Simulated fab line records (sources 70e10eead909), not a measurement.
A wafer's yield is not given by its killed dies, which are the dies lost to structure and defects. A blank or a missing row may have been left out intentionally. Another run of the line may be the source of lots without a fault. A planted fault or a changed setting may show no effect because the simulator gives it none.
Matching of chambers / flow nand-harc / ald-hk-03 running NHARC_A_CHANNEL_FILL_D1_ALD_16: 4 sister chambers
The step deposits SiO2, target thk 1.5 nm, pulse time 10 s, ald cycles 15. 22 wafers are shown with their chamber, then 11 later ones without.

EACH WAFER AND ITS CHAMBER
wafer=L074.2; chamber=3; heater-power-w (W)=500; precursor-pulse-height-rel=0.983
wafer=L074.3; chamber=2; heater-power-w (W)=380; precursor-pulse-height-rel=1.022
wafer=L074.6; chamber=3; heater-power-w (W)=492; precursor-pulse-height-rel=0.973
wafer=L075.2; chamber=2; heater-power-w (W)=377; precursor-pulse-height-rel=1.002
wafer=L075.4; chamber=1; heater-power-w (W)=396; precursor-pulse-height-rel=0.993
wafer=L075.5; chamber=3; heater-power-w (W)=494; precursor-pulse-height-rel=0.990
wafer=L079.2; chamber=0; heater-power-w (W)=451; precursor-pulse-height-rel=1.005
wafer=L079.3; chamber=2; heater-power-w (W)=387; precursor-pulse-height-rel=1.004
wafer=L079.5; chamber=1; heater-power-w (W)=418; precursor-pulse-height-rel=0.996
wafer=L083.2; chamber=0; heater-power-w (W)=443; precursor-pulse-height-rel=1.026
wafer=L083.5; chamber=0; heater-power-w (W)=452; precursor-pulse-height-rel=0.995
wafer=L083.6; chamber=3; heater-power-w (W)=495; precursor-pulse-height-rel=1.017
wafer=L089.3; chamber=3; heater-power-w (W)=497; precursor-pulse-height-rel=0.989
wafer=L089.5; chamber=3; heater-power-w (W)=503; precursor-pulse-height-rel=0.985
wafer=L089.6; chamber=0; heater-power-w (W)=456; precursor-pulse-height-rel=0.966
wafer=L088.2; chamber=2; heater-power-w (W)=389; precursor-pulse-height-rel=0.987
wafer=L088.4; chamber=1; heater-power-w (W)=431; precursor-pulse-height-rel=0.983
wafer=L088.5; chamber=3; heater-power-w (W)=494; precursor-pulse-height-rel=1.029
wafer=L091.2; chamber=0; heater-power-w (W)=468; precursor-pulse-height-rel=0.990
wafer=L091.3; chamber=2; heater-power-w (W)=391; precursor-pulse-height-rel=0.976
wafer=L091.4; chamber=3; heater-power-w (W)=494; precursor-pulse-height-rel=0.958
wafer=L092.1; chamber=0; heater-power-w (W)=452; precursor-pulse-height-rel=0.980

SIGNATURES (means of the wafers above)
reading=heater-power-w; chamber 0=453.67; chamber 1=415.00; chamber 2=384.80; chamber 3=496.12; scatter within a chamber=8.18
reading=precursor-pulse-height-rel; chamber 0=0.99367; chamber 1=0.99067; chamber 2=0.99820; chamber 3=0.99050; scatter within a chamber=0.0199
Rule: for each reading, subtract the chamber's mean from the wafer's reading, divide by that reading's scatter and square the result; add these up over the readings and take the root, which gives the wafer's distance from the chamber. The wafer belongs to the nearest chamber; if the next one is less than 2 further off, it can't be placed. The scatter is the square root of a quotient: the sum, over the shown wafers, of each reading's squared deviation from its chamber's mean, divided by wafers minus chambers.

WAFERS WITH NO CHAMBER GIVEN
wafer=L092.2; heater-power-w (W)=386; precursor-pulse-height-rel=0.987
wafer=L092.5; heater-power-w (W)=494; precursor-pulse-height-rel=1.014
wafer=L095.1; heater-power-w (W)=476; precursor-pulse-height-rel=0.999
wafer=L095.2; heater-power-w (W)=383; precursor-pulse-height-rel=1.000
wafer=L095.4; heater-power-w (W)=418; precursor-pulse-height-rel=0.998
wafer=L096.1; heater-power-w (W)=399; precursor-pulse-height-rel=1.004
wafer=L096.3; heater-power-w (W)=385; precursor-pulse-height-rel=0.996
wafer=L096.6; heater-power-w (W)=404; precursor-pulse-height-rel=1.042
wafer=L097.1; heater-power-w (W)=408; precursor-pulse-height-rel=1.016
wafer=L097.2; heater-power-w (W)=453; precursor-pulse-height-rel=0.997
wafer=L097.5; heater-power-w (W)=440; precursor-pulse-height-rel=1.000

EACH ONE'S CHAMBER
wafer=L092.2; from the rows above=2; in truth=2
wafer=L092.5; from the rows above=3; in truth=3
wafer=L095.1; from the rows above=can't be placed: 3 or 0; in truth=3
wafer=L095.2; from the rows above=2; in truth=2
wafer=L095.4; from the rows above=1; in truth=1
wafer=L096.1; from the rows above=can't be placed: 2 or 1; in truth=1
wafer=L096.3; from the rows above=2; in truth=2
wafer=L096.6; from the rows above=can't be placed: 1 or 2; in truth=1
wafer=L097.1; from the rows above=can't be placed: 1 or 2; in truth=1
wafer=L097.2; from the rows above=0; in truth=0
wafer=L097.5; from the rows above=can't be placed: 0 or 1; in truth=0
Correct placement for 6 of the 11. Unplaceable from these rows: 5, with the true chamber sitting among the candidates in 5. Wrongly placed: 0.
